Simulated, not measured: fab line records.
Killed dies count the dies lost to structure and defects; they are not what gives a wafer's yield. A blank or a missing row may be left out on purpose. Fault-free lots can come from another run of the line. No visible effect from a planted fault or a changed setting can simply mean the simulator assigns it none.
Which tool was responsible? | flow nand-harc | 60 wafers from 20 lots sampled at 6 of the route's 1302 steps

WHAT EACH GAUGE READ, for each wafer
The record lacks any reading of a measuring or inspecting step that a usual standard deviation could be used to judge.

EACH LOT AND THE TOOL THAT RAN IT (in order: tool; ch and the chambers of the sampled wafers; start)
lot  | NHARC_A_STAIRCASE_TRIM_12          | NHARC_A_STAIRCASE_TRIM_26                     | NHARC_A_STAIRCASE_DESCUM_186       | NHARC_A_STAIRCASE_TRIM_191     | NHARC_A_STAIRCASE_ETCH_194     | NHARC_A_STAIRCASE_ETCH_199
L074 | rie-diel-05 ch 0,1, day 15 14:14   | rie-diel-04 ch 0,1,2, day 15 17:56 or earlier | rie-diel-05 ch 1,2,3, day 15 17:56 | rie-diel-05 ch 1,2,3, no start | rie-diel-05 ch 0,1, no start   | rie-diel-11 ch 0,2, no start
L075 | rie-diel-11 ch 0,1,3, day 15 22:38 | rie-diel-05 ch 0,1,2, day 16 03:44 or earlier | rie-diel-11 ch 0,1,2, day 16 03:44 | rie-diel-11 ch 0,1, no start   | rie-diel-11 ch 1,2,3, no start | rie-diel-05 ch 0,1,3, no start
L076 | rie-diel-04 ch 1,2,3, day 16 10:05 | rie-diel-11 ch 1,2,3, day 16 13:38 or earlier | rie-diel-04 ch 0,1,2, day 16 13:38 | rie-diel-04 ch 0,1,3, no start | rie-diel-04 ch 0,1,3, no start | rie-diel-05 ch 1,2,3, no start
L078 | rie-diel-04 ch 0,1,2, day 17 01:47 | rie-diel-04 ch 0,3, day 17 05:26 or earlier   | rie-diel-11 ch 1,3, day 17 05:26   | rie-diel-11 ch 0,1,3, no start | rie-diel-11 ch 0,1, no start   | rie-diel-04 ch 1,2,3, no start
L077 | rie-diel-11 ch 0,1,3, day 17 02:14 | rie-diel-04 ch 2,3, day 17 06:44 or earlier   | rie-diel-11 ch 0,1, day 17 06:44   | rie-diel-11 ch 1,2,3, no start | rie-diel-11 ch 0,3, no start   | rie-diel-11 ch 0,1, no start
L079 | rie-diel-04 ch 0,1,3, day 17 20:29 | rie-diel-04 ch 1,2,3, day 18 02:53 or earlier | rie-diel-11 ch 0,1, day 18 02:53   | rie-diel-11 ch 1,2,3, no start | rie-diel-11 ch 2,3, no start   | rie-diel-11 ch 0,1,2, no start
L081 | rie-diel-05 ch 0,1,3, day 18 16:32 | rie-diel-05 ch 0,2,3, day 18 20:10 or earlier | rie-diel-05 ch 1,2,3, day 18 20:10 | rie-diel-05 ch 0,1,2, no start | rie-diel-05 ch 1,2,3, no start | rie-diel-04 ch 0,1,2, no start
L080 | rie-diel-04 ch 0,1, day 18 16:33   | rie-diel-05 ch 2,3, day 18 21:19 or earlier   | rie-diel-11 ch 0,1,2, day 18 21:19 | rie-diel-11 ch 2,3, no start   | rie-diel-11 ch 1,2,3, no start | rie-diel-11 ch 0,1,2, no start
L083 | rie-diel-04 ch 0,1,2, day 19 10:18 | rie-diel-04 ch 0,1,3, day 19 13:57 or earlier | rie-diel-04 ch 0,1,3, day 19 13:57 | rie-diel-04 ch 0,2, no start   | rie-diel-04 ch 0,3, no start   | rie-diel-05 ch 0,2,3, no start
L084 | rie-diel-05 ch 0,2,3, day 19 18:41 | rie-diel-11 ch 0,2,3, day 19 22:17 or earlier | rie-diel-11 ch 0,1,2, day 19 22:17 | rie-diel-11 ch 2,3, no start   | rie-diel-11 ch 0,1, no start   | rie-diel-04 ch 0,2,3, no start
L085 | rie-diel-05 ch 0,1,2, day 20 02:26 | rie-diel-05 ch 0,2,3, day 20 07:26 or earlier | rie-diel-04 ch 0,1,3, day 20 07:26 | rie-diel-04 ch 0,1,3, no start | rie-diel-04 ch 1,2,3, no start | rie-diel-11 ch 0,1,2, no start
L087 | rie-diel-05 ch 1,2,3, day 20 09:11 | rie-diel-05 ch 0,2,3, day 20 13:21 or earlier | rie-diel-05 ch 0,2,3, day 20 13:21 | rie-diel-05 ch 0,2, no start   | rie-diel-05 ch 0,1,2, no start | rie-diel-05 ch 0,3, no start
L086 | rie-diel-04 ch 0,2,3, day 20 09:30 | rie-diel-04 ch 0,2,3, day 20 13:16 or earlier | rie-diel-05 ch 0,2,3, day 20 13:16 | rie-diel-05 ch 0,1, no start   | rie-diel-05 ch 1,2,3, no start | rie-diel-05 ch 0,2,3, no start
L089 | rie-diel-04 ch 0,1,2, day 22 10:45 | rie-diel-11 ch 0,1, day 22 14:47 or earlier   | rie-diel-04 ch 1,2, day 22 14:47   | rie-diel-04 ch 0,2, no start   | rie-diel-04 ch 2,3, no start   | rie-diel-04 ch 1,2, no start
L091 | rie-diel-11 ch 0,1,2, day 22 19:47 | rie-diel-11 ch 0,2,3, day 22 23:24 or earlier | rie-diel-11 ch 0,1,2, day 22 23:24 | rie-diel-11 ch 0,1,3, no start | rie-diel-11 ch 0,1,3, no start | rie-diel-05 ch 0,1,3, no start
L090 | rie-diel-04 ch 0,1, day 22 20:07   | rie-diel-04 ch 0,1, day 22 23:59 or earlier   | rie-diel-04 ch 2,3, day 22 23:59   | rie-diel-04 ch 0,1,3, no start | rie-diel-04 ch 0,2, no start   | rie-diel-04 ch 0,1,2, no start
L094 | rie-diel-04 ch 0,2,3, day 23 15:55 | rie-diel-04 ch 0,1,3, day 23 20:01 or earlier | rie-diel-11 ch 0,1,2, day 23 20:01 | rie-diel-11 ch 2,3, no start   | rie-diel-11 ch 1,2, no start   | rie-diel-11 ch 1,2,3, no start
L093 | rie-diel-11 ch 1,2,3, day 23 20:34 | rie-diel-05 ch 0,2,3, day 24 00:30 or earlier | rie-diel-11 ch 1,2,3, day 24 00:30 | rie-diel-11 ch 0,1, no start   | rie-diel-11 ch 0,3, no start   | rie-diel-11 ch 2,3, no start
L096 | rie-diel-04 ch 2,3, day 24 11:26   | rie-diel-04 ch 0,1, day 24 15:11 or earlier   | rie-diel-05 ch 0,1, day 24 15:11   | rie-diel-05 ch 2,3, no start   | rie-diel-05 ch 0,2,3, no start | rie-diel-05 ch 0,1,3, no start
L095 | rie-diel-05 ch 0,2,3, day 24 11:50 | rie-diel-05 ch 1,2, day 24 15:37 or earlier   | rie-diel-04 ch 1,2,3, day 24 15:37 | rie-diel-04 ch 0,1, no start   | rie-diel-04 ch 1,2,3, no start | rie-diel-11 ch 0,1,3, no start
- NHARC_A_STAIRCASE_TRIM_12: chemistry O2, time 211.2 s.
- NHARC_A_STAIRCASE_TRIM_26: chemistry O2, time 211.2 s.
- NHARC_A_STAIRCASE_DESCUM_186: chemistry O2, time 3 s.
- NHARC_A_STAIRCASE_TRIM_191: chemistry O2, time 211.2 s.
- NHARC_A_STAIRCASE_ETCH_194: etches the open film in C4F8/O2, target depth 100 nm, time 40.5 s.
- NHARC_A_STAIRCASE_ETCH_199: etches the open film in C4F8/O2, target depth 100 nm, time 40.5 s.

WHAT THE TOOLS THEMSELVES READ (means of the sampled wafers that have a number; where no wafer has one, the mark that the record gives instead)
NHARC_A_STAIRCASE_TRIM_12.
lot  | tool        | chamber-pressure-mTorr (mTorr) | drypump-motor-current-A (A) | oes-product-au (a.u.) | rf-vpp-V (V) | showerhead-plenum-p-Torr (Torr) | throttle-valve-pct (%)
L074 | rie-diel-05 | 59.99                          | 5.8                         | 1.009                 | 57.4         | 3.37                            | 17.031
L075 | rie-diel-11 | 60.00                          | 5.8                         | 0.990                 | 57.6         | 3.57                            | 17.030
L076 | rie-diel-04 | 59.97                          | 5.6                         | 1.001                 | 57.6         | 3.44                            | 17.036
L078 | rie-diel-04 | 60.03                          | 6.0                         | 1.008                 | 58.2         | 3.53                            | 17.034
L077 | rie-diel-11 | 59.97                          | 5.8                         | 1.000                 | 56.9         | 3.56                            | 17.034
L079 | rie-diel-04 | 60.02                          | 6.0                         | 1.002                 | 57.8         | 3.48                            | 17.033
L081 | rie-diel-05 | 59.97                          | 5.9                         | 0.994                 | 57.1         | 3.34                            | 17.031
L080 | rie-diel-04 | 59.99                          | 6.0                         | 1.005                 | 58.5         | 3.56                            | 17.040
L083 | rie-diel-04 | 59.99                          | 6.0                         | 1.003                 | 58.5         | 3.52                            | 17.035
L084 | rie-diel-05 | 60.01                          | 6.3                         | 1.007                 | 57.7         | 3.41                            | 17.040
L085 | rie-diel-05 | 59.98                          | 6.1                         | 0.997                 | 56.6         | 3.42                            | 17.045
L087 | rie-diel-05 | 59.97                          | 5.7                         | 0.999                 | 58.0         | 3.42                            | 17.029
L086 | rie-diel-04 | 60.00                          | 5.9                         | 1.003                 | 57.7         | 3.43                            | 17.042
L089 | rie-diel-04 | 60.02                          | 6.0                         | 1.005                 | 58.9         | 3.51                            | 17.024
L091 | rie-diel-11 | 59.96                          | 5.9                         | 0.994                 | 57.5         | 3.39                            | 17.040
L090 | rie-diel-04 | 59.97                          | 6.3                         | 1.007                 | 58.0         | 3.55                            | 17.048
L094 | rie-diel-04 | 60.02                          | 5.9                         | 0.995                 | 58.1         | 3.60                            | 17.042
L093 | rie-diel-11 | 59.98                          | 5.6                         | 0.991                 | 58.6         | 3.48                            | 17.037
L096 | rie-diel-04 | 60.05                          | 5.6                         | 0.991                 | 57.0         | 3.55                            | 17.035
L095 | rie-diel-05 | 60.00                          | 6.2                         | 0.998                 | 57.5         | 3.39                            | 17.033

NHARC_A_STAIRCASE_TRIM_26.
lot  | tool        | chamber-pressure-mTorr (mTorr) | drypump-motor-current-A (A) | oes-product-au (a.u.) | rf-vpp-V (V) | showerhead-plenum-p-Torr (Torr) | throttle-valve-pct (%)
L074 | rie-diel-04 | 59.99                          | 6.0                         | 1.009                 | 58.5         | 3.54                            | 17.037
L075 | rie-diel-05 | 60.01                          | 6.1                         | 0.999                 | 57.9         | 3.44                            | 17.051
L076 | rie-diel-11 | 60.02                          | 5.6                         | 0.992                 | 57.6         | 3.51                            | 17.038
L078 | rie-diel-04 | 60.00                          | 5.9                         | 1.000                 | 56.9         | 3.40                            | 17.035
L077 | rie-diel-04 | 60.02                          | 5.6                         | 0.995                 | 57.9         | 3.40                            | 17.043
L079 | rie-diel-04 | 59.99                          | 5.6                         | 1.001                 | 57.5         | 3.43                            | 17.033
L081 | rie-diel-05 | 59.96                          | 6.3                         | 1.000                 | 58.0         | 3.41                            | 17.039
L080 | rie-diel-05 | 60.02                          | 5.9                         | 0.991                 | 58.2         | 3.41                            | 17.030
L083 | rie-diel-04 | 60.07                          | 6.0                         | 1.004                 | 57.6         | 3.47                            | 17.036
L084 | rie-diel-11 | 60.04                          | 5.7                         | 0.993                 | 57.1         | 3.52                            | 17.036
L085 | rie-diel-05 | 60.02                          | 6.2                         | 1.013                 | 57.8         | 3.41                            | 17.042
L087 | rie-diel-05 | 60.00                          | 6.2                         | 1.002                 | 58.5         | 3.41                            | 17.034
L086 | rie-diel-04 | 60.00                          | 5.9                         | 1.007                 | 57.5         | 3.43                            | 17.042
L089 | rie-diel-11 | 60.00                          | 6.0                         | 1.000                 | 57.8         | 3.43                            | 17.031
L091 | rie-diel-11 | 59.98                          | 5.7                         | 1.001                 | 56.8         | 3.51                            | 17.041
L090 | rie-diel-04 | 60.00                          | 6.0                         | 1.005                 | 58.1         | 3.54                            | 17.042
L094 | rie-diel-04 | 60.00                          | 6.0                         | 1.001                 | 57.5         | 3.63                            | 17.030
L093 | rie-diel-05 | 59.97                          | 6.3                         | 1.005                 | 56.5         | 3.39                            | 17.036
L096 | rie-diel-04 | 60.02                          | 6.3                         | 1.002                 | 57.8         | 3.54                            | 17.034
L095 | rie-diel-05 | 59.99                          | 5.9                         | 1.006                 | 58.1         | 3.49                            | 17.036

NHARC_A_STAIRCASE_DESCUM_186.
lot  | tool        | chamber-pressure-mTorr (mTorr) | drypump-motor-current-A (A) | oes-product-au (a.u.) | rf-vpp-V (V) | showerhead-plenum-p-Torr (Torr) | throttle-valve-pct (%)
L074 | rie-diel-05 | 60.00                          | 5.8                         | 0.998                 | 57.6         | 1.86                            | 11.313
L075 | rie-diel-11 | 59.98                          | 5.8                         | 0.992                 | 56.9         | 1.85                            | 11.310
L076 | rie-diel-04 | 60.00                          | 6.0                         | 1.001                 | 58.3         | 1.92                            | 11.311
L078 | rie-diel-11 | 59.96                          | 5.7                         | 0.991                 | 58.2         | 1.92                            | 11.316
L077 | rie-diel-11 | 59.98                          | 6.0                         | 1.006                 | 57.0         | 1.86                            | 11.319
L079 | rie-diel-11 | 59.98                          | 6.1                         | 1.001                 | 57.4         | 1.87                            | 11.313
L081 | rie-diel-05 | 60.04                          | 5.8                         | 0.985                 | 57.6         | 1.86                            | 11.311
L080 | rie-diel-11 | 59.97                          | 5.8                         | 0.991                 | 57.7         | 1.84                            | 11.320
L083 | rie-diel-04 | 60.07                          | 6.0                         | 0.995                 | 57.9         | 1.88                            | 11.313
L084 | rie-diel-11 | 59.99                          | 5.9                         | 0.997                 | 57.5         | 1.84                            | 11.311
L085 | rie-diel-04 | 59.99                          | 5.9                         | 1.001                 | 57.1         | 1.88                            | 11.309
L087 | rie-diel-05 | 60.02                          | 6.2                         | 1.006                 | 57.3         | 1.84                            | 11.311
L086 | rie-diel-05 | 60.05                          | 6.2                         | 1.015                 | 58.3         | 1.84                            | 11.306
L089 | rie-diel-04 | 60.03                          | 5.6                         | 0.997                 | 56.8         | 1.88                            | 11.317
L091 | rie-diel-11 | 60.09                          | 5.8                         | 1.000                 | 57.4         | 1.83                            | 11.309
L090 | rie-diel-04 | 60.03                          | 5.6                         | 0.989                 | 57.8         | 1.83                            | 11.303
L094 | rie-diel-11 | 59.91                          | 5.8                         | 0.989                 | 57.5         | 1.83                            | 11.311
L093 | rie-diel-11 | 59.98                          | 5.5                         | 0.993                 | 57.6         | 1.88                            | 11.311
L096 | rie-diel-05 | 60.00                          | 6.2                         | 0.989                 | 57.5         | 1.79                            | 11.314
L095 | rie-diel-04 | 59.97                          | 5.6                         | 0.995                 | 56.8         | 1.94                            | 11.312

NHARC_A_STAIRCASE_TRIM_191.
lot  | tool        | chamber-pressure-mTorr (mTorr) | drypump-motor-current-A (A) | oes-product-au (a.u.) | rf-vpp-V (V) | showerhead-plenum-p-Torr (Torr) | throttle-valve-pct (%)
L074 | rie-diel-05 | 59.98                          | 5.7                         | 0.994                 | 57.2         | 3.44                            | 17.040
L075 | rie-diel-11 | 59.95                          | 5.9                         | 0.995                 | 58.2         | 3.45                            | 17.048
L076 | rie-diel-04 | 59.99                          | 6.0                         | 1.005                 | 57.9         | 3.48                            | 17.034
L078 | rie-diel-11 | 60.03                          | 5.8                         | 0.992                 | 58.6         | 3.56                            | 17.032
L077 | rie-diel-11 | 60.02                          | 5.6                         | 0.996                 | 58.3         | 3.51                            | 17.035
L079 | rie-diel-11 | 59.97                          | 5.6                         | 1.006                 | 58.1         | 3.50                            | 17.030
L081 | rie-diel-05 | 59.96                          | 6.1                         | 1.001                 | 57.4         | 3.43                            | 17.042
L080 | rie-diel-11 | 60.01                          | 5.4                         | 1.000                 | 57.5         | 3.62                            | 17.030
L083 | rie-diel-04 | 59.97                          | 6.3                         | 1.005                 | 57.9         | 3.53                            | 17.036
L084 | rie-diel-11 | 60.00                          | 5.5                         | 1.000                 | 56.4         | 3.46                            | 17.038
L085 | rie-diel-04 | 60.04                          | 6.0                         | 1.001                 | 57.9         | 3.47                            | 17.021
L087 | rie-diel-05 | 60.02                          | 6.4                         | 1.013                 | 58.2         | 3.49                            | 17.036
L086 | rie-diel-05 | 60.01                          | 5.8                         | 0.997                 | 58.6         | 3.35                            | 17.047
L089 | rie-diel-04 | 59.98                          | 6.3                         | 1.004                 | 57.1         | 3.52                            | 17.038
L091 | rie-diel-11 | 59.96                          | 5.8                         | 0.997                 | 57.6         | 3.54                            | 17.043
L090 | rie-diel-04 | 59.96                          | 5.9                         | 1.007                 | 57.9         | 3.46                            | 17.040
L094 | rie-diel-11 | 59.99                          | 5.5                         | 1.005                 | 58.2         | 3.44                            | 17.041
L093 | rie-diel-11 | 59.99                          | 6.0                         | 0.983                 | 58.3         | 3.42                            | 17.041
L096 | rie-diel-05 | 60.01                          | 5.9                         | 0.997                 | 57.6         | 3.39                            | 17.037
L095 | rie-diel-04 | 59.93                          | 6.0                         | 1.002                 | 57.2         | 3.53                            | 17.046

NHARC_A_STAIRCASE_ETCH_194.
lot  | tool        | chamber-pressure-mTorr (mTorr) | oes-product-au (a.u.) | rf-vpp-V (V)
L074 | rie-diel-05 | 24.986                         | 0.953                 | 891
L075 | rie-diel-11 | 24.993                         | 0.940                 | 895
L076 | rie-diel-04 | 25.008                         | 0.953                 | 895
L078 | rie-diel-11 | 25.014                         | 0.932                 | 893
L077 | rie-diel-11 | 25.003                         | 0.941                 | 898
L079 | rie-diel-11 | 25.002                         | 0.924                 | 899
L081 | rie-diel-05 | 24.986                         | 0.942                 | 892
L080 | rie-diel-11 | 24.997                         | 0.939                 | 894
L083 | rie-diel-04 | 24.993                         | 0.943                 | 891
L084 | rie-diel-11 | 25.016                         | 0.940                 | 894
L085 | rie-diel-04 | 25.000                         | 0.942                 | 892
L087 | rie-diel-05 | 25.010                         | 0.946                 | 891
L086 | rie-diel-05 | 25.001                         | 0.938                 | 892
L089 | rie-diel-04 | 24.999                         | 0.946                 | 890
L091 | rie-diel-11 | 24.982                         | 0.941                 | 896
L090 | rie-diel-04 | 24.988                         | 0.945                 | 894
L094 | rie-diel-11 | 25.002                         | 0.934                 | 890
L093 | rie-diel-11 | 25.009                         | 0.938                 | 900
L096 | rie-diel-05 | 24.996                         | 0.945                 | 891
L095 | rie-diel-04 | 24.985                         | 0.930                 | 898

NHARC_A_STAIRCASE_ETCH_199.
lot  | tool        | chamber-pressure-mTorr (mTorr) | oes-product-au (a.u.) | rf-vpp-V (V)
L074 | rie-diel-11 | 24.998                         | 0.958                 | 890
L075 | rie-diel-05 | 25.001                         | 0.955                 | 889
L076 | rie-diel-05 | 25.015                         | 0.954                 | 893
L078 | rie-diel-04 | 25.007                         | 0.932                 | 892
L077 | rie-diel-11 | 25.005                         | 0.949                 | 894
L079 | rie-diel-11 | 24.998                         | 0.933                 | 891
L081 | rie-diel-04 | 25.014                         | 0.960                 | 896
L080 | rie-diel-11 | 25.001                         | 0.938                 | 892
L083 | rie-diel-05 | 25.031                         | 0.973                 | 891
L084 | rie-diel-04 | 25.001                         | 0.971                 | 892
L085 | rie-diel-11 | 25.016                         | 0.954                 | 891
L087 | rie-diel-05 | 24.967                         | 0.940                 | 889
L086 | rie-diel-05 | 25.006                         | 0.947                 | 892
L089 | rie-diel-04 | 25.031                         | 0.944                 | 895
L091 | rie-diel-05 | 25.003                         | 0.957                 | 889
L090 | rie-diel-04 | 24.991                         | 0.952                 | 896
L094 | rie-diel-11 | 24.981                         | 0.935                 | 894
L093 | rie-diel-11 | 24.990                         | 0.945                 | 893
L096 | rie-diel-05 | 25.003                         | 0.945                 | 888
L095 | rie-diel-11 | 25.028                         | 0.934                 | 896

THE ANSWER, worked out from the rows above alone
Rule: the usual values come from the lots themselves. The widest of any qualifying gaps counts: lots, ordered by their means at a reading, are off when they make up no more than a third of the lots, leave a main group of 4 or more, and stand apart from it by 3 or more times the standard deviation of that group's means. A main group is skipped when, at the precision printed for the reading in the tables above, its means are all equal. Also off: a lot with no number at a reading for which 4 or more lots have one. Where the step has rows for the other lots, those lots are counted as sound. The gauges are gone through in route order, then the tools' own readings, and for those a lot's mean is taken as printed above. The first step at which some lot is off is used, and at that step the reading that is off furthest; a lot without a number counts as furthest.
No lot is off on any of the readings shown, so nothing can be concluded from this.

WHAT HAD BEEN PUT IN BY THE SIMULATOR
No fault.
